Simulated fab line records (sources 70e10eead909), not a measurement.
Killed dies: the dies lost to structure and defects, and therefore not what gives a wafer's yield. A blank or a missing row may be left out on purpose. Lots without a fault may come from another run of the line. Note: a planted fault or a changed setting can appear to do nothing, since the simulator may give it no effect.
fab line records | flow nand_harc
[record] lots = 6 | wafers = 18 | last_day = 33
route steps=1302 shown A_CHANNEL_HOLE_D1@480 A_CHANNEL_FILL_D1@490 END@1302
lots untouched by any fault: they come from a run of this same line in which no faults occurred
start_h: hours from the record's opening day to when the first of the lot's shown wafers began | wait_h: hours from the lot's prior step to this one | " identical to the entry in the row above | L1.1+2: several wafers, shown together as one row | - no value, or no start given | * or withheld: withheld | < > ~ a bound
route shown NAME@n: a module of which the file shows steps, and the number in the route of the first | usual: mean and standard deviation over wafers with no fault | same: alike in all rows | chamber/n: place in a boat | sites: per-site readings | _std_site: standard deviation of those values | _edge_site: the outer-site mean with the inner-site mean subtracted | radius_mm: how far each site lies from the wafer's centre | mask NAME#n: copy n | behind: the tool/chamber that last shaped the wafer | hold: cause of the lot's hold/its duration in hours/its outcome | device: whichever transistor did not switch (one of n, p or np) | end of line: tests of these same wafers at the route's end | for a step that has no rows: nothing shown but its recipe | killed: dies that structure and defects cost at the first sort, which is not the same as the wafer's yield | map: dies across one wafer; x = killed, . = not, _ = none there
set.NAME: the setting the step ran with; set.NAME@STEP: the setting that earlier step ran with | model.NAME: the simulator's own value behind a step, which no gauge read
lots at some steps of the route; a table a step, a row a wafer
services: a tool's chamber out of use, with start hour (start_h, from the record's first day; less than 0 if before it), hours out, and reason
[[steps]]
[step NHARC_A_CHANNEL_HOLE_D1_STRIP_41]
[recipe] n2_flow_sccm = 150 | h2_flow_sccm = 150 | ar_flow_sccm = 0 | bias_w = 0 | chemistry = N2/H2
[step NHARC_A_CHANNEL_HOLE_D1_STRIP_42]
[recipe] cf4_flow_sccm = 100 | chf3_flow_sccm = 30 | ar_flow_sccm = 0 | bias_w = 0 | chemistry = CF4/CHF3
[step NHARC_A_CHANNEL_HOLE_D1_STRIP_43]
[recipe] o2_flow_sccm = 400 | cos_flow_sccm = 20 | ar_flow_sccm = 0 | bias_w = 0 | chemistry = O2/COS
[step NHARC_A_CHANNEL_HOLE_D1_ETCH_44]
[recipe] target_depth_a = 1400 | overetch_a = 140 | time_s = 77 | ion_energy_ev = 100 | cf4_flow_sccm = 80 | o2_flow_sccm = 20 | ar_flow_sccm = 0 | rf_w = 300 | bias_w = 100 | chemistry = CF4/O2
[usual] chamber_pressure_mTorr = 29.998/0.028 | drypump_motor_current_A = 5.9/0.5 | oes_product_au = 0.997/0.014 | rf_vpp_V = 197.4/1.2 | showerhead_plenum_p_Torr = 1.32/0.04 | throttle_valve_pct = 13.398/0.0092
lot.wafer | tool        | chamber | start_h | wait_h | chamber_pressure_mTorr | drypump_motor_current_A | oes_product_au | rf_hours_counter_h | rf_vpp_V | showerhead_plenum_p_Torr | throttle_valve_pct
L558.2    | rie_diel-03 | 1       | 233.66  | 0.1    | 30.008                 | 6.6                     | 0.985          | 9                  | 197.3    | 1.36                     | 13.410
L558.1    | "           | 3       | "       | "      | 30.011                 | 6.2                     | 0.976          | 11                 | 197.1    | 1.34                     | 13.391
L558.5    | "           | 1       | "       | "      | 30.048                 | 6.6                     | 0.986          | -                  | 198.3    | 1.36                     | 13.396
L566.4    | rie_diel-03 | 1       | 315.80  | 0.1    | 30.050                 | 6.6                     | 1.013          | 2                  | 197.1    | 1.36                     | 13.377
L566.3    | "           | 0       | "       | "      | 29.950                 | 5.7                     | 0.988          | 2                  | 195.4    | 1.27                     | 13.393
L566.5    | "           | 2       | "       | "      | 29.955                 | 6.0                     | 0.996          | -                  | 196.7    | 1.26                     | 13.391
L568.3    | rie_diel-03 | 2       | 330.56  | 0.1    | 30.016                 | 5.9                     | 0.993          | 2                  | 196.9    | 1.26                     | 13.399
L568.1    | "           | 0       | "       | "      | 30.032                 | 5.7                     | 1.004          | 3                  | 195.4    | 1.27                     | 13.403
L568.6    | "           | 3       | "       | "      | 29.969                 | 6.2                     | 0.979          | -                  | 199.0    | 1.33                     | 13.414
L572.2    | rie_diel-01 | 1       | 376.71  | 0.0    | 30.006                 | 4.8                     | 0.992          | 59                 | 198.0    | 1.32                     | 13.404
L572.1    | "           | 2       | "       | "      | 30.010                 | 5.2                     | 1.004          | 58                 | 198.6    | 1.33                     | 13.402
L572.4    | "           | 3       | "       | "      | 29.994                 | 5.6                     | 0.997          | 53                 | 198.0    | 1.31                     | 13.405
L573.3    | rie_diel-03 | 0       | 392.99  | 0.1    | 29.998                 | 5.7                     | 0.992          | 9                  | 196.2    | 1.27                     | 13.412
L573.2    | "           | 2       | "       | "      | 30.018                 | 5.9                     | 0.990          | 8                  | 195.7    | 1.26                     | 13.400
L573.6    | "           | 0       | "       | "      | 29.937                 | 5.7                     | 0.981          | -                  | 196.1    | 1.27                     | 13.413
L575.3    | rie_diel-03 | 1       | 407.12  | 0.1    | 29.980                 | 6.6                     | 0.982          | 10                 | 196.2    | 1.36                     | 13.414
L575.1    | "           | 2       | "       | "      | 30.021                 | 5.9                     | 0.973          | 10                 | 198.2    | 1.26                     | 13.422
L575.2    | "           | 0       | "       | "      | 29.999                 | 5.7                     | 0.969          | 11                 | 195.3    | 1.26                     | 13.402
[step NHARC_A_CHANNEL_HOLE_D1_STRIP_27]
[recipe] o2_flow_sccm = 500 | ar_flow_sccm = 0 | bias_w = 0 | chemistry = O2
[usual] chamber_pressure_mTorr = 60.00/0.062 | drypump_motor_current_A = 5.9/0.51 | oes_product_au = 0.997/0.013 | rf_vpp_V = 57.5/0.88 | showerhead_plenum_p_Torr = 3.48/0.1 | throttle_valve_pct = 17.036/0.0095
lot.wafer | tool        | chamber | start_h | wait_h | chamber_pressure_mTorr | drypump_motor_current_A | oes_product_au | rf_hours_counter_h | rf_vpp_V | showerhead_plenum_p_Torr | throttle_valve_pct
L558.2    | rie_diel-03 | 0       | -       | -      | 59.98                  | 5.8                     | 0.985          | 9                  | 57.6     | 3.36                     | 17.044
L558.1    | "           | 2       | "       | "      | 60.16                  | 5.9                     | 1.019          | 10                 | 56.0     | 3.35                     | 17.041
L558.5    | "           | 1       | "       | "      | 59.96                  | 6.6                     | 0.990          | -                  | 58.1     | 3.59                     | 17.028
L566.4    | rie_diel-03 | 3       | -       | -      | 60.00                  | 6.2                     | 0.972          | 1                  | 58.4     | 3.53                     | 17.026
L566.3    | "           | 0       | "       | "      | 60.03                  | 5.7                     | 0.987          | 2                  | 57.6     | 3.36                     | 17.045
L566.5    | "           | 2       | "       | "      | 60.01                  | 6.0                     | 1.008          | -                  | 58.0     | 3.34                     | 17.038
L568.1    | rie_diel-03 | 3       | -       | -      | 59.96                  | 6.2                     | 0.963          | 3                  | 56.5     | 3.53                     | 17.032
L568.3    | "           | 0       | "       | "      | 60.11                  | 5.7                     | 1.001          | 3                  | 57.7     | 3.36                     | 17.051
L568.6    | "           | 0       | "       | "      | 59.98                  | 5.7                     | 0.996          | -                  | 57.2     | 3.36                     | 17.035
L572.2    | rie_diel-01 | 3       | -       | -      | 59.96                  | 5.6                     | 1.011          | 53                 | 56.1     | 3.48                     | 17.030
L572.4    | "           | 1       | "       | "      | 60.13                  | 4.8                     | 0.995          | 59                 | 56.9     | 3.50                     | 17.019
L572.1    | "           | 2       | "       | "      | 60.01                  | 5.2                     | 1.001          | 58                 | 58.3     | 3.53                     | 17.018
L573.3    | rie_diel-03 | 3       | -       | -      | 60.06                  | 6.2                     | 0.967          | 9                  | 56.5     | 3.53                     | 17.030
L573.2    | "           | 0       | "       | "      | 60.02                  | 5.8                     | 0.986          | 9                  | 56.8     | 3.35                     | 17.044
L573.6    | "           | 2       | "       | "      | 60.10                  | 5.9                     | 0.991          | -                  | 56.7     | 3.34                     | 17.044
L575.3    | rie_diel-03 | 0       | -       | -      | 59.98                  | 5.7                     | 0.987          | 11                 | 57.3     | 3.35                     | 17.041
L575.2    | "           | 1       | "       | "      | 59.89                  | 6.6                     | 0.990          | 10                 | 60.1     | 3.58                     | 17.055
L575.1    | "           | 2       | "       | "      | 60.00                  | 6.0                     | 0.995          | 10                 | 57.9     | 3.34                     | 17.037
[step NHARC_A_CHANNEL_HOLE_D1_PRECLEAN_28]
[recipe] time_s = * | temp_c = 50 | bath_age_min = 0 | chemistry = SC1
[step NHARC_A_CHANNEL_HOLE_D1_SRD_29]
[step NHARC_A_CHANNEL_HOLE_D1_CD_MEAS_30]
[usual] cd_nm = 90.0/1.6
lot.wafer | tool      | chamber | start_h | wait_h | cd_nm
L558.1    | cd_sem-02 | -       | 234.45  | -      | 90.3
L558.2    | "         | -       | "       | "      | 87.4
L558.5    | "         | -       | "       | "      | 90.3
L566.3    | cd_sem-01 | -       | 316.60  | -      | 88.9
L566.4    | "         | -       | "       | "      | 88.9
L566.5    | "         | -       | "       | "      | 87.9
L568.1    | cd_sem-01 | -       | 331.36  | -      | 90.7
L568.3    | "         | -       | "       | "      | 89.4
L568.6    | "         | -       | "       | "      | 90.1
L572.1    | cd_sem-01 | -       | 377.51  | -      | 89.5
L572.2    | "         | -       | "       | "      | 89.8
L572.4    | "         | -       | "       | "      | 90.8
L573.2    | cd_sem-03 | -       | 393.78  | -      | 88.4
L573.3    | "         | -       | "       | "      | 90.9
L573.6    | "         | -       | "       | "      | 90.8
L575.1    | cd_sem-02 | -       | 408.03  | -      | 88.2
L575.2    | "         | -       | "       | "      | 91.0
L575.3    | "         | -       | "       | "      | 90.9
[step NHARC_A_CHANNEL_HOLE_D1_XSEM_31]
[recipe] landing_energy_ev = 35000
[usual] bot_cd_nm = 74.7/1.7 | bow_nm = 8.73/0.29 | tilt_deg = 0.08/0.037
lot.wafer | tool    | chamber | start_h | wait_h | bot_cd_nm | bow_nm | tilt_deg
L558.1    | xsem-01 | 0       | 234.54  | 0.1    | 73.6      | 8.86   | 0.12
L558.2    | "       | 0       | "       | "      | 71.2      | 8.89   | 0.12
L558.5    | "       | 0       | "       | "      | 74.5      | 8.91   | 0.12
L566.3    | xsem-01 | 0       | 316.69  | 0.1    | 73.6      | 8.95   | 0.09
L566.4    | "       | 0       | "       | "      | 73.2      | 8.89   | 0.09
L566.5    | "       | 0       | "       | "      | 72.3      | 8.89   | 0.09
L568.1    | xsem-01 | 0       | 331.44  | 0.1    | 75.4      | 9.11   | 0.10
L568.3    | "       | 0       | "       | "      | 74.0      | 9.09   | 0.10
L568.6    | "       | 0       | "       | "      | 75.3      | 9.17   | 0.09
L572.1    | xsem-02 | 0       | 377.60  | 0.1    | 74.2      | 8.46   | 0.06
L572.2    | "       | 0       | "       | "      | 74.4      | 8.46   | 0.06
L572.4    | "       | 0       | "       | "      | 75.6      | 8.39   | 0.06
L573.2    | xsem-01 | 0       | 393.87  | 0.1    | 73.3      | 8.81   | 0.07
L573.3    | "       | 0       | "       | "      | 75.6      | 8.82   | 0.07
L573.6    | "       | 0       | "       | "      | 76.3      | 8.74   | 0.07
L575.1    | xsem-02 | 0       | 408.12  | 0.1    | 73.1      | 8.49   | 0.15
L575.2    | "       | 0       | "       | "      | 76.3      | 8.51   | 0.15
L575.3    | "       | 0       | "       | "      | 75.9      | 8.52   | 0.15
[step NHARC_A_CHANNEL_HOLE_D1_INSPECT_40]
[usual] raw_defect_count = 79/29
lot.wafer | tool              | chamber | start_h | wait_h | raw_defect_count
L558.1    | defect_inspect-02 | -       | 234.63  | -      | 77
L558.2    | "                 | -       | "       | "      | 59
L558.5    | "                 | -       | "       | "      | 59
L566.3    | defect_inspect-01 | -       | 316.78  | -      | 96
L566.4    | "                 | -       | "       | "      | 110
L566.5    | "                 | -       | "       | "      | 136
L568.1    | defect_inspect-01 | -       | 331.54  | -      | 41
L568.3    | "                 | -       | "       | "      | 58
L568.6    | "                 | -       | "       | "      | 69
L572.1    | defect_inspect-02 | -       | 377.70  | -      | 75
L572.2    | "                 | -       | "       | "      | 105
L572.4    | "                 | -       | "       | "      | 100
L573.2    | defect_inspect-01 | -       | 393.97  | -      | 48
L573.3    | "                 | -       | "       | "      | 54
L573.6    | "                 | -       | "       | "      | 57
L575.1    | defect_inspect-02 | -       | 408.22  | -      | 66
L575.2    | "                 | -       | "       | "      | 61
L575.3    | "                 | -       | "       | "      | 68
[step NHARC_A_CHANNEL_FILL_D1_PRECLEAN_00]
[recipe] time_s = * | temp_c = 50 | bath_age_min = 0 | chemistry = SC1
[step NHARC_A_CHANNEL_FILL_D1_SRD_01]
[step NHARC_A_CHANNEL_FILL_D1_ALD_02]
[recipe] target_thk_a = 60 | pulse_time_s = 10 | ald_cycles = 60 | temp_c = 300 | material = SiO2
[usual] ald_cycles = 60/0 | heater_power_w = 481/45 | precursor_pulse_height_rel = 0.999/0.022
lot.wafer | tool      | chamber | start_h | wait_h | ald_cycles | heater_power_w | precursor_pulse_height_rel
L558.2    | ald_hk-03 | 2       | 234.90  | -      | 60         | 381            | 0.992
L558.1    | "         | 0       | "       | "      | 60         | 496            | 0.987
L558.5    | "         | 1       | "       | "      | 60         | 515            | 0.967
L566.4    | ald_hk-01 | 1       | 317.05  | -      | 67         | 457            | 0.985
L566.3    | "         | 3       | "       | "      | 67         | 527            | 0.972
L566.5    | "         | 1       | "       | "      | 67         | 455            | 1.019
L568.1    | ald_hk-01 | 3       | 331.74  | -      | 67         | 530            | 1.000
L568.3    | "         | 0       | "       | "      | 67         | 508            | 0.999
L568.6    | "         | 0       | "       | "      | 67         | 503            | 0.963
L572.4    | ald_hk-02 | 2       | 377.89  | -      | 60         | 492            | 0.980
L572.1    | "         | 3       | "       | "      | 60         | 489            | 1.017
L572.2    | "         | 0       | "       | "      | 60         | 549            | 0.968
L573.3    | ald_hk-01 | 3       | 394.16  | -      | 60         | 531            | 1.005
L573.2    | "         | 0       | "       | "      | 60         | 487            | 0.967
L573.6    | "         | 0       | "       | "      | 60         | 486            | 1.002
L575.3    | ald_hk-01 | 1       | 408.42  | -      | 60         | 467            | 0.999
L575.2    | "         | 2       | "       | "      | 60         | 408            | 0.980
L575.1    | "         | 3       | "       | "      | 60         | 521            | 1.008
[step NHARC_A_CHANNEL_FILL_D1_ALD_03]
[recipe] target_thk_a = 60 | pulse_time_s = 60 | ald_cycles = 58 | temp_c = 630 | pressure_torr = 2 | material = SiNx
[usual] ald_cycles = 58/0 | chamber_pressure_Torr = 2.000/0.0041 | precursor_pulse_height_rel = 1.002/0.02
lot.wafer | tool             | chamber | start_h | wait_h | ald_cycles | chamber_pressure_Torr | precursor_pulse_height_rel
L558.1    | ald_sin_batch-01 | 0       | -       | -      | 58         | 2.005                 | 0.983
L558.2    | "                | 0       | "       | "      | 58         | 2.005                 | 0.972
L558.5    | "                | 0       | "       | "      | 58         | 2.000                 | 1.029
L566.3    | ald_sin_batch-02 | 0       | -       | -      | 58         | 1.999                 | 0.975
L566.4    | "                | 0       | "       | "      | 58         | 2.000                 | 1.000
L566.5    | "                | 0       | "       | "      | 58         | 1.996                 | 1.004
L568.1    | ald_sin_batch-01 | 0       | -       | -      | 58         | 1.997                 | 0.959
L568.3    | "                | 0       | "       | "      | 58         | 1.996                 | 1.044
L568.6    | "                | 0       | "       | "      | 58         | 1.996                 | 0.967
L572.1    | ald_sin_batch-01 | 0       | -       | -      | 58         | 2.002                 | 1.020
L572.2    | "                | 0       | "       | "      | 58         | 2.002                 | 1.032
L572.4    | "                | 0       | "       | "      | 58         | 2.001                 | 0.998
L573.2    | ald_sin_batch-01 | 0       | -       | -      | 58         | 2.007                 | 1.018
L573.3    | "                | 0       | "       | "      | 58         | 2.006                 | 0.997
L573.6    | "                | 0       | "       | "      | 58         | 2.005                 | 1.010
L575.1    | ald_sin_batch-02 | 0       | -       | -      | 58         | 1.995                 | 0.991
L575.2    | "                | 0       | "       | "      | 58         | 1.998                 | 0.985
L575.3    | "                | 0       | "       | "      | 58         | 1.998                 | 0.995
[step NHARC_END_SORT_01]
[recipe] temp_c = 25
[usual] killed_at_array = 55/17 | killed_at_other = 0.9/1.2 | killed_at_periphery = 3.7/2.5 | killed_dies = 59/18 | killed_open = 3.4/1.9 | killed_short = 2.6/1.6
[same] gross_dies = 677
lot.wafer | tool      | chamber | start_h | wait_h | killed_at_array | killed_at_other | killed_at_periphery | killed_dies | killed_open | killed_short
L558.1    | prober-01 | 0       | 623.79  | 2.5    | 20              | 0               | 1                   | 21          | 3           | 3
L558.2    | prober-01 | 0       | 624.60  | 2.8    | 11              | 0               | 2                   | 13          | 2           | 1
L558.5    | prober-01 | 0       | 627.02  | 3.7    | 22              | 0               | 1                   | 23          | 6           | 1
L566.3    | prober-01 | 0       | 692.13  | 3.1    | 55              | 4               | 3                   | 62          | 4           | 2
L566.4    | prober-01 | 0       | 692.93  | 3.4    | 66              | 2               | 1                   | 69          | 2           | 4
L566.5    | prober-01 | 0       | 693.74  | 3.7    | 64              | 1               | 0                   | 65          | 1           | 5
L568.1    | prober-02 | 0       | 704.94  | 2.5    | 55              | 0               | 11                  | 66          | 4           | 3
L568.3    | prober-02 | 0       | 706.57  | 3.1    | 63              | 2               | 7                   | 72          | 3           | 1
L568.6    | prober-02 | 0       | 709.00  | 4.1    | 48              | 1               | 12                  | 61          | 3           | 1
L572.1    | prober-02 | 0       | 743.96  | 2.5    | 78              | 0               | 2                   | 80          | 7           | 2
L572.2    | prober-02 | 0       | 744.76  | 2.8    | 77              | 1               | 2                   | 80          | 5           | 1
L572.4    | prober-02 | 0       | 746.37  | 3.4    | 84              | 1               | 0                   | 85          | 3           | 2
L573.2    | prober-01 | 0       | 753.41  | 2.8    | 57              | 1               | 1                   | 59          | 8           | 5
L573.3    | prober-01 | 0       | 754.21  | 3.1    | 52              | 0               | 3                   | 55          | 1           | 1
L573.6    | prober-01 | 0       | 756.60  | 4.0    | 61              | 0               | 2                   | 63          | 3           | 2
L575.1    | prober-01 | 0       | 778.83  | 2.5    | 65              | 0               | 3                   | 68          | 8           | 0
L575.2    | prober-01 | 0       | 779.64  | 2.8    | 50              | 0               | 5                   | 55          | 3           | 2
L575.3    | prober-01 | 0       | 780.45  | 3.1    | 72              | 0               | 1                   | 73          | 7           | 0
// killed by level:class
L558.1 A_CHANNEL_HOLE_D2:chamber_film_flake=7 A_CONTACT:chamber_film_flake=3 A_CHANNEL_HOLE_D1:geometric_particle:short=2 A_CHANNEL_HOLE_D1:geometric_particle:open=1 A_CHANNEL_FILL_D1:geometric_particle:short=1 A_STAIRCASE:geometric_particle:open=1 A_CONTACT:geometric_particle:open=1 P_STI:chamber_film_flake=1
L558.2 A_CHANNEL_HOLE_D2:chamber_film_flake=6 P_M2:geometric_particle:open=1 A_CHANNEL_HOLE_D2:geometric_particle:short=1 A_M0:geometric_particle:open=1 P_STI:chamber_film_flake=1 A_CHANNEL_HOLE_D1:chamber_film_flake=1 A_DECK1_JOINT:chamber_film_flake=1 A_STAIRCASE:chamber_film_flake=1
L558.5 A_CHANNEL_HOLE_D2:chamber_film_flake=13 A_M1:geometric_particle:open=2 A_CHANNEL_HOLE_D1:chamber_film_flake=2 P_GATE:geometric_particle:open=1 A_ONON_D1:geometric_particle:open=1 A_CHANNEL_FILL_D1:geometric_particle:open=1 A_CHANNEL_FILL_D1:geometric_particle:short=1 A_ONON_D2:geometric_particle:open=1
L566.3 A_CHANNEL_HOLE_D1:chamber_film_flake=28 A_CHANNEL_HOLE_D2:chamber_film_flake=16 A_DECK1_JOINT:chamber_film_flake=3 A_ZERO_WELL:chamber_film_flake=2 THIN_TSV:chamber_film_flake=2 P_STI:geometric_particle:open=1 P_CONTACT:geometric_particle:short=1 P_CONTACT:geometric_particle:open=1
L566.4 A_CHANNEL_HOLE_D1:chamber_film_flake=32 A_CHANNEL_HOLE_D2:chamber_film_flake=21 A_WL_FILL:geometric_particle:short=3 A_BLC:chamber_film_flake=2 A_STAIRCASE:chamber_film_flake=2 THIN_TSV:chamber_film_flake=2 A_ONON_D1:geometric_particle:open=1 A_CHANNEL_FILL_D1:geometric_particle:open=1
L566.5 A_CHANNEL_HOLE_D1:chamber_film_flake=29 A_CHANNEL_HOLE_D2:chamber_film_flake=15 A_STAIRCASE:chamber_film_flake=5 A_ZERO_WELL:chamber_film_flake=4 A_ONON_D1:geometric_particle:short=2 A_CONTACT:chamber_film_flake=2 A_CHANNEL_HOLE_D1:geometric_particle:short=1 A_DECK1_JOINT:geometric_particle:open=1
L568.1 A_SLIT:chamber_film_flake=22 A_CHANNEL_HOLE_D2:chamber_film_flake=19 P_CONTACT:chamber_film_flake=4 A_STAIRCASE:chamber_film_flake=4 P_GATE:chamber_film_flake=3 A_WL_FILL:geometric_particle:short=2 P_BONDPAD:chamber_film_flake=2 A_WL_FILL:chamber_film_flake=2
L568.3 A_SLIT:chamber_film_flake=20 A_CHANNEL_HOLE_D2:chamber_film_flake=16 A_CHANNEL_HOLE_D1:chamber_film_flake=9 A_STAIRCASE:chamber_film_flake=6 A_CONTACT:chamber_film_flake=6 P_GATE:chamber_film_flake=4 P_ZERO_WELL:chamber_film_flake=2 THIN_TSV:chamber_film_flake=2
L568.6 A_SLIT:chamber_film_flake=23 A_CHANNEL_HOLE_D2:chamber_film_flake=10 P_GATE:chamber_film_flake=8 A_CONTACT:chamber_film_flake=4 A_STAIRCASE:chamber_film_flake=3 P_BONDPAD:chamber_film_flake=2 A_CHANNEL_HOLE_D1:chamber_film_flake=2 A_WL_FILL:chamber_film_flake=2
L572.1 A_CHANNEL_HOLE_D1:chamber_film_flake=30 A_SLIT:chamber_film_flake=24 A_STAIRCASE:chamber_film_flake=5 A_WL_FILL:chamber_film_flake=4 A_CONTACT:chamber_film_flake=4 A_CHANNEL_FILL_D1:geometric_particle:open=2 A_DECK1_JOINT:chamber_film_flake=2 P_CONTACT:geometric_particle:open=1
L572.2 A_CHANNEL_HOLE_D1:chamber_film_flake=34 A_SLIT:chamber_film_flake=17 A_STAIRCASE:chamber_film_flake=10 A_CONTACT:chamber_film_flake=10 A_WL_FILL:chamber_film_flake=2 P_M0:geometric_particle:open=1 P_M1:geometric_particle:short=1 A_ONON_D1:geometric_particle:open=1
L572.4 A_CHANNEL_HOLE_D1:chamber_film_flake=38 A_SLIT:chamber_film_flake=20 A_STAIRCASE:chamber_film_flake=12 A_CONTACT:chamber_film_flake=4 A_DECK1_JOINT:chamber_film_flake=2 A_DECK1_JOINT:geometric_particle:short=1 A_ONON_D2:geometric_particle:open=1 A_CHANNEL_FILL_D2:geometric_particle:open=1
L573.2 A_SLIT:chamber_film_flake=22 A_CHANNEL_HOLE_D1:chamber_film_flake=15 A_CONTACT:chamber_film_flake=4 A_ONON_D1:geometric_particle:short=3 A_CHANNEL_FILL_D2:geometric_particle:open=2 A_CHANNEL_FILL_D1:chamber_film_flake=2 P_CONTACT:geometric_particle:open=1 A_CHANNEL_FILL_D1:geometric_particle:open=1
L573.3 A_SLIT:chamber_film_flake=29 A_CHANNEL_HOLE_D1:chamber_film_flake=11 A_CONTACT:chamber_film_flake=3 P_M1:chamber_film_flake=2 A_DECK1_JOINT:chamber_film_flake=2 A_CHANNEL_HOLE_D2:chamber_film_flake=2 A_CHANNEL_FILL_D1:geometric_particle:short=1 A_DECK1_JOINT:geometric_particle:open=1
L573.6 A_SLIT:chamber_film_flake=30 A_CHANNEL_HOLE_D1:chamber_film_flake=11 A_CONTACT:chamber_film_flake=5 A_DECK1_JOINT:chamber_film_flake=4 A_CHANNEL_FILL_D2:chamber_film_flake=3 P_M1:geometric_particle:open=1 A_CHANNEL_FILL_D1:geometric_particle:short=1 A_DECK1_JOINT:geometric_particle:short=1
L575.1 A_CHANNEL_HOLE_D2:chamber_film_flake=23 A_SLIT:chamber_film_flake=20 A_CHANNEL_HOLE_D1:chamber_film_flake=7 A_CONTACT:chamber_film_flake=5 A_CHANNEL_FILL_D2:geometric_particle:open=2 A_DECK1_JOINT:chamber_film_flake=2 P_M0:geometric_particle:open=1 P_M1:geometric_particle:open=1
L575.2 A_CHANNEL_HOLE_D1:chamber_film_flake=19 A_SLIT:chamber_film_flake=18 A_CHANNEL_HOLE_D2:chamber_film_flake=7 P_STI:chamber_film_flake=3 A_CONTACT:chamber_film_flake=2 P_GATE:geometric_particle:open=1 P_CONTACT:geometric_particle:open=1 A_ONON_D2:geometric_particle:short=1
L575.3 A_CHANNEL_HOLE_D2:chamber_film_flake=22 A_SLIT:chamber_film_flake=19 A_CHANNEL_HOLE_D1:chamber_film_flake=16 A_CONTACT:chamber_film_flake=5 A_CHANNEL_FILL_D1:geometric_particle:open=3 A_SGD_CUT:chamber_film_flake=2 A_ONON_D1:geometric_particle:open=1 A_STAIRCASE:geometric_particle:open=1
[[services]]
tool             | chamber | start_h | hours | kind
rie_diel-03      | 0       | 211.30  | -     | clean
rie_diel-03      | 1       | 211.30  | -     | clean
rie_diel-03      | 2       | 211.30  | -     | clean
rie_diel-03      | 3       | 211.30  | -     | clean
ald_hk-03        | -       | 212.00  | 10.0  | pm
rie_diel-03      | 0       | 235.80  | -     | clean
rie_diel-03      | 1       | 235.80  | -     | clean
rie_diel-03      | 2       | 235.80  | -     | clean
rie_diel-03      | 3       | 235.80  | -     | clean
ald_hk-03        | -       | 247.99  | 1.9   | repair
rie_diel-03      | 0       | 260.31  | -     | clean
rie_diel-03      | 1       | 260.31  | -     | clean
rie_diel-03      | 2       | 260.31  | -     | clean
rie_diel-03      | 1       | 261.03  | 3.5   | repair
ald_sin_batch-02 | -       | 266.00  | 26.0  | pm
rie_diel-03      | -       | 281.30  | 9.0   | pm
ald_hk-01        | -       | 296.21  | 10.0  | pm
rie_diel-01      | -       | 315.38  | 0.6   | repair
rie_diel-01      | 3       | 336.93  | 3.0   | repair
xsem-01          | -       | 374.00  | 14.0  | pm
rie_diel-01      | -       | 383.59  | 9.0   | pm
xsem-01          | -       | 395.96  | 1.5   | repair
rie_diel-03      | 3       | 397.24  | 11.7  | repair
rie_diel-01      | 2       | 404.83  | 14.1  | repair
[[key]]
[first_sign] step = NHARC_A_CHANNEL_FILL_D1_ALD_02 | reading = ald_cycles | direction = up | sigmas = 99+ | usual = 60 | struck = 67
effect none on later readings
met_at NHARC_A_CHANNEL_FILL_D1_ALD_02
struck_wafers L566.3,L566.4,L566.5,L568.1,L568.3,L568.6
tester_left_out L566,L568
[fault] kind = process_parameter_drift | tool = ald_hk-01 | chamber = - | onset_h = 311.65 | steps = NHARC_A_CHANNEL_FILL_D1_ALD_02 | channel = ald_cycles | offset = 7 | shape = step | end_h = 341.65 | acts_in = these_recipes_only | stated = 60
// tester_left_out: of these lots the tester's yield and bins aren't shown, on N5 and GAA mostly nor the transistor test; their killed dies are dies lost to structure and defects alone, not to doping, threshold or leakage, so they don't give the yield
